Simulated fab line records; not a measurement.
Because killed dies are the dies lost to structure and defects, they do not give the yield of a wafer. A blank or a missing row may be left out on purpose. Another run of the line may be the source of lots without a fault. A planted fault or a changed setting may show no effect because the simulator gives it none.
One fault seen from 2 desks :: flow n5 finfet :: each desk has only its own numbers; what lay behind them comes last

## FROM THE METROLOGY DESK
What the gauges read for every lot (on any tool): the sampled wafers with a number, averaged. The brackets show how far a lot's mean lies from the usual mean; more than 4 standard deviations puts the lot out of limits, marked OUT.
Columns: A = M13_RS at N5_BEOL_M13_RS_MEAS_54, usual 0.0446 ohm/sq
lot: L311
first seen here: day 11 20:56
A: 0.0448

lot: L312
first seen here: day 12 11:52
A: 0.0442

lot: L314
first seen here: day 12 22:38
A: 0.0443

lot: L317
first seen here: day 14 03:17
A: 0.0444

lot: L323
first seen here: day 15 05:34
A: 0.0445

lot: L327
first seen here: day 15 08:22
A: 0.0449

lot: L328
first seen here: day 15 16:43
A: 0.0437

lot: L329
first seen here: day 16 09:33
A: 0.0443

lot: L331
first seen here: day 16 20:17
A: 0.0439

lot: L332
first seen here: day 17 00:37
A: 0.0442
This desk found nothing out of limits on any of the 10 lots.

## TOOL OWNER'S DESK, pvd sputter-03
The tool's own readings at N5_BEOL_M13_SPUTTER_44 (material Ta, target thk 10 nm, time 16.13 s): means of the sampled wafers that have a number, for each lot that ran on this tool. The brackets show how far a lot's mean lies from the usual mean; more than 4 standard deviations puts the lot out of limits, marked OUT.
Columns: A = cathode dc power W at N5_BEOL_M13_SPUTTER_44, usual 15000 W; B = throttle valve pct at N5_BEOL_M13_SPUTTER_44, usual 29.8 %
lot: L311
first seen here: day 11 19:35
A: 14997
B: 29.7

lot: L314
first seen here: day 12 20:02
A: 15003
B: 29.6

lot: L317
first seen here: day 14 02:01
A: 14999
B: 29.6

lot: L323
first seen here: day 15 04:22
A: 15002
B: 29.4
This desk found nothing out of limits on any of the 4 lots.

## TAKEN TOGETHER
The metrology desk saw nothing out of limits.
Nothing out of limits was seen by the tool owner's desk.

## WHAT WAS PUT IN BY THE SIMULATOR
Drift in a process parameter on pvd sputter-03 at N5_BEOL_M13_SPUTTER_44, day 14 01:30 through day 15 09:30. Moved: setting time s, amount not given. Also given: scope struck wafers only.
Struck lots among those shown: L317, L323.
